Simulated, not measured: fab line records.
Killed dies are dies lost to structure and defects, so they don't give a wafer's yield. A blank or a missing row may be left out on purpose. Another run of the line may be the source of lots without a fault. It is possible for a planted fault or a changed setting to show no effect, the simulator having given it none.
fab line records	flow nand-harc	part 2 of 2: steps 22 to 26 of 26
[record] lots = 5	wafers = 15	last-day = 32
route steps=1302 shown A_CHANNEL_HOLE_D2@571
lots untouched by any fault: they come from a run of this same line in which no faults occurred
start-h: start of the lot's first displayed wafer, in hours after the record's first day	wait-h: hours elapsed since this lot's preceding step	" as in the row above	L1.1+2: a single row standing in for several wafers	- either no value or no given start	* or withheld: withheld	< > ~ a bound
route shown NAME@n: names a module that has steps shown in the file, with the first one's number in the route	usual: mean/standard deviation of fault-free wafers	same: alike in all rows	chamber/n: place in a boat	sites: the reading at each site	_std_site: how widely they spread, as a standard deviation	_edge_site: the outer-site mean with the inner-site mean subtracted	radius-mm: how far each site lies from the wafer's centre	mask NAME#n: copy n	behind: the last tool/chamber to shape the wafer	hold: cause of the lot's hold/its duration in hours/its outcome	device: names the non-switching transistor (n, p or np)	end of line: the tests these same wafers got at the end of their route	a step given without rows: its recipe and nothing more	killed: not the wafer's yield, but the dies lost to structure and defects at the first sort	map: a wafer's dies, marking killed ones x, the rest . and places with no die _
set.NAME: setting as actually run; set.NAME@STEP: the setting as run at that earlier step	model.NAME: the simulator's own value behind a step, which no gauge read
lots at some steps of the route; a table a step, a row a wafer
services: the hour from which a tool's chamber was out of use, counted from the record's first day as start-h (under 0 if before that day), plus the number of hours and why
[[steps]]
[step NHARC_A_CHANNEL_HOLE_D2_ETCH_20]
[recipe] bias-v = 3000	source-w = withheld	pressure-mtorr = 20	time-s = 361.9	ar-flow-sccm = 375	c4f8-flow-sccm = 89.3	o2-flow-sccm = 35.7	temp-c = -20	target-depth-a = 16000	chemistry = C4F8/O2/Ar
[usual] drypump-motor-current-A = 6.0/0.63	oes-air-line-au = 0.998/0.02	showerhead-plenum-p-Torr = 3.69/0.098	throttle-valve-pct = 32.155/0.0085
lot.wafer	tool	chamber	start-h	wait-h	drypump-motor-current-A	oes-air-line-au	rf-hours-counter-h	showerhead-plenum-p-Torr	throttle-valve-pct
L078.2	har-etch-02	1	320.74	0.1	5.0	0.987	357	3.59	32.161
L078.3	"	0	"	"	6.3	0.980	-	3.74	32.163
L078.6	"	1	"	"	5.0	0.979	-	3.59	32.150
L079.2	har-etch-01	0	338.33	0.1	6.2	1.012	187	3.68	32.160
L079.4	"	0	"	"	6.2	1.023	-	3.68	32.146
L079.5	"	0	"	"	6.2	1.004	-	3.68	32.159
L086.2	har-etch-02	1	406.18	0.1	5.0	0.996	4	3.93	32.143
L086.3	"	1	"	"	5.0	0.982	-	3.93	32.153
L086.6	"	0	"	"	6.3	1.008	-	3.71	32.140
L093.1	har-etch-01	1	474.83	0.1	6.7	0.983	267	3.63	32.163
L093.5	"	1	"	"	6.7	0.980	-	3.63	32.143
L093.6	"	0	"	"	6.1	1.015	-	3.63	32.163
L096.1	har-etch-02	0	507.90	0.1	6.3	1.018	65	3.68	32.153
L096.2	"	1	"	"	5.0	0.989	65	3.90	32.163
L096.3	"	1	"	"	5.0	0.992	-	3.90	32.146
[step NHARC_A_CHANNEL_HOLE_D2_ETCH_21]
[recipe] bias-v = 3000	source-w = withheld	pressure-mtorr = 20	time-s = 514.3	ar-flow-sccm = 375	c4f8-flow-sccm = 89.3	o2-flow-sccm = 35.7	temp-c = -20	target-depth-a = 16000	chemistry = C4F8/O2/Ar
[usual] drypump-motor-current-A = 6.0/0.64	oes-air-line-au = 0.999/0.018	showerhead-plenum-p-Torr = 3.69/0.098	throttle-valve-pct = 32.154/0.0093
lot.wafer	tool	chamber	start-h	wait-h	drypump-motor-current-A	oes-air-line-au	rf-hours-counter-h	showerhead-plenum-p-Torr	throttle-valve-pct
L078.2	har-etch-02	1	321.06	0.3	5.0	1.004	357	3.59	32.131
L078.3	"	0	"	"	6.3	0.996	-	3.74	32.152
L078.6	"	1	"	"	5.0	1.031	-	3.59	32.136
L079.2	har-etch-01	0	338.64	0.3	6.2	0.997	188	3.68	32.159
L079.4	"	0	"	"	6.1	1.007	-	3.68	32.154
L079.5	"	0	"	"	6.1	1.017	-	3.68	32.144
L086.2	har-etch-02	1	406.49	0.3	5.0	0.980	4	3.93	32.151
L086.3	"	1	"	"	5.0	0.995	-	3.93	32.159
L086.6	"	0	"	"	6.3	0.982	-	3.71	32.144
L093.1	har-etch-01	1	475.13	0.3	6.6	1.030	268	3.63	32.139
L093.5	"	1	"	"	6.7	0.970	-	3.63	32.159
L093.6	"	0	"	"	6.2	1.019	-	3.63	32.168
L096.1	har-etch-02	0	508.22	0.3	6.4	0.980	65	3.68	32.143
L096.2	"	1	"	"	5.0	0.969	65	3.90	32.149
L096.3	"	1	"	"	5.0	0.969	-	3.90	32.161
[step NHARC_A_CHANNEL_HOLE_D2_ETCH_22]
[recipe] bias-v = 3000	source-w = withheld	pressure-mtorr = 20	time-s = 666.7	ar-flow-sccm = 375	c4f8-flow-sccm = 89.3	o2-flow-sccm = 35.7	temp-c = -20	target-depth-a = 16000	chemistry = C4F8/O2/Ar
[usual] drypump-motor-current-A = 6.0/0.64	oes-air-line-au = 1.001/0.02	showerhead-plenum-p-Torr = 3.69/0.098	throttle-valve-pct = 32.156/0.0084
lot.wafer	tool	chamber	start-h	wait-h	drypump-motor-current-A	oes-air-line-au	rf-hours-counter-h	showerhead-plenum-p-Torr	throttle-valve-pct
L078.2	har-etch-02	1	321.50	0.4	5.0	1.018	357	3.59	32.169
L078.3	"	0	"	"	6.4	0.982	-	3.74	32.162
L078.6	"	1	"	"	5.0	1.009	-	3.59	32.149
L079.2	har-etch-01	0	339.08	0.4	6.2	1.018	188	3.68	32.156
L079.4	"	0	"	"	6.2	0.988	-	3.68	32.161
L079.5	"	0	"	"	6.1	1.004	-	3.68	32.145
L086.2	har-etch-02	1	406.93	0.4	5.0	0.970	5	3.93	32.156
L086.3	"	1	"	"	5.0	0.982	-	3.93	32.165
L086.6	"	0	"	"	6.3	1.013	-	3.71	32.161
L093.1	har-etch-01	1	475.58	0.4	6.6	0.987	268	3.63	32.177
L093.5	"	1	"	"	6.6	1.011	-	3.63	32.144
L093.6	"	0	"	"	6.2	0.999	-	3.63	32.155
L096.1	har-etch-02	0	508.66	0.4	6.3	1.042	65	3.68	32.176
L096.2	"	1	"	"	5.0	0.990	65	3.90	32.163
L096.3	"	1	"	"	5.0	0.982	-	3.90	32.157
[step NHARC_A_CHANNEL_HOLE_D2_ETCH_23]
[recipe] bias-v = 5000	source-w = withheld	pressure-mtorr = 20	time-s = 819	ar-flow-sccm = 375	c4f8-flow-sccm = 89.3	o2-flow-sccm = 35.7	temp-c = -20	target-depth-a = 16000	chemistry = C4F8/O2/Ar
[usual] drypump-motor-current-A = 6.0/0.64	oes-air-line-au = 0.998/0.021	showerhead-plenum-p-Torr = 3.69/0.098	throttle-valve-pct = 32.155/0.0089
lot.wafer	tool	chamber	start-h	wait-h	drypump-motor-current-A	oes-air-line-au	rf-hours-counter-h	showerhead-plenum-p-Torr	throttle-valve-pct
L078.2	har-etch-02	1	322.06	0.5	5.0	1.037	358	3.59	32.145
L078.3	"	0	"	"	6.3	0.964	-	3.74	32.173
L078.6	"	1	"	"	5.0	0.989	-	3.59	32.154
L079.2	har-etch-01	0	339.65	0.5	6.1	1.035	189	3.68	32.166
L079.4	"	0	"	"	6.1	0.982	-	3.68	32.151
L079.5	"	0	"	"	6.2	0.992	-	3.68	32.162
L086.2	har-etch-02	1	407.49	0.5	5.0	0.971	5	3.93	32.175
L086.3	"	1	"	"	5.0	0.977	-	3.93	32.166
L086.6	"	0	"	"	6.3	0.991	-	3.71	32.150
L093.1	har-etch-01	1	476.14	0.5	6.6	0.978	269	3.63	32.154
L093.5	"	1	"	"	6.6	0.990	-	3.63	32.149
L093.6	"	0	"	"	6.2	0.972	-	3.63	32.142
L096.1	har-etch-02	0	509.24	0.5	6.3	1.001	66	3.68	32.149
L096.2	"	1	"	"	5.0	1.010	66	3.90	32.156
L096.3	"	1	"	"	5.0	1.000	-	3.90	32.158
[step NHARC_A_CHANNEL_HOLE_D2_ETCH_24]
[recipe] bias-v = 5000	source-w = withheld	pressure-mtorr = 20	time-s = 906.2	ar-flow-sccm = 375	c4f8-flow-sccm = 93.8	o2-flow-sccm = 31.2	temp-c = -20	target-depth-a = 15000	chemistry = C4F8/O2/Ar
[usual] drypump-motor-current-A = 6.0/0.63	oes-air-line-au = 1.004/0.019	showerhead-plenum-p-Torr = 3.68/0.098	throttle-valve-pct = 32.236/0.0093
lot.wafer	tool	chamber	start-h	wait-h	drypump-motor-current-A	oes-air-line-au	rf-hours-counter-h	showerhead-plenum-p-Torr	throttle-valve-pct
L078.2	har-etch-02	1	322.76	0.6	5.0	1.016	359	3.59	32.248
L078.3	"	0	"	"	6.3	0.997	-	3.73	32.246
L078.6	"	1	"	"	5.0	1.005	-	3.59	32.254
L079.2	har-etch-01	0	340.34	0.6	6.2	0.984	189	3.67	32.238
L079.4	"	0	"	"	6.1	1.009	-	3.67	32.232
L079.5	"	0	"	"	6.2	0.999	-	3.67	32.236
L086.2	har-etch-02	1	408.19	0.6	5.0	0.978	6	3.92	32.231
L086.3	"	1	"	"	5.0	0.972	-	3.92	32.226
L086.6	"	0	"	"	6.3	0.996	-	3.70	32.267
L093.1	har-etch-01	1	476.84	0.6	6.6	0.963	270	3.63	32.227
L093.5	"	1	"	"	6.7	0.964	-	3.63	32.238
L093.6	"	0	"	"	6.1	1.002	-	3.63	32.241
L096.1	har-etch-02	0	509.93	0.6	6.3	0.988	67	3.67	32.249
L096.2	"	1	"	"	5.0	1.019	67	3.89	32.242
L096.3	"	1	"	"	5.0	1.016	-	3.89	32.232
[[services]]
tool	chamber	start-h	hours	kind
har-etch-02	-	309.72	2.8	repair
rie-diel-05	1	320.73	5.1	repair
rie-diel-05	2	322.31	4.4	repair
rie-diel-12	-	327.05	0.3	repair
litho-track-01	-	330.00	7.0	pm
rie-diel-12	-	335.17	0.2	repair
litho-track-06	-	354.00	7.0	pm
rie-diel-08	0	355.88	5.6	repair
rie-diel-08	2	364.09	1.8	repair
rie-diel-12	2	365.52	11.9	repair
rie-diel-08	-	367.80	9.0	pm
litho-track-04	-	378.00	7.0	pm
har-etch-02	-	384.03	17.0	pm
rie-diel-12	3	388.07	6.0	repair
rie-diel-08	3	390.32	3.4	repair
rie-diel-05	-	406.60	9.0	pm
rie-diel-12	0	413.60	1.9	repair
rie-diel-12	-	445.40	9.0	pm
rie-diel-08	2	476.74	3.3	repair
rie-diel-05	1	479.12	4.2	repair
rie-diel-12	0	481.56	6.2	repair
rie-diel-08	1	500.14	6.8	repair
rie-diel-12	2	503.98	5.5	repair
litho-track-01	-	505.00	7.0	pm
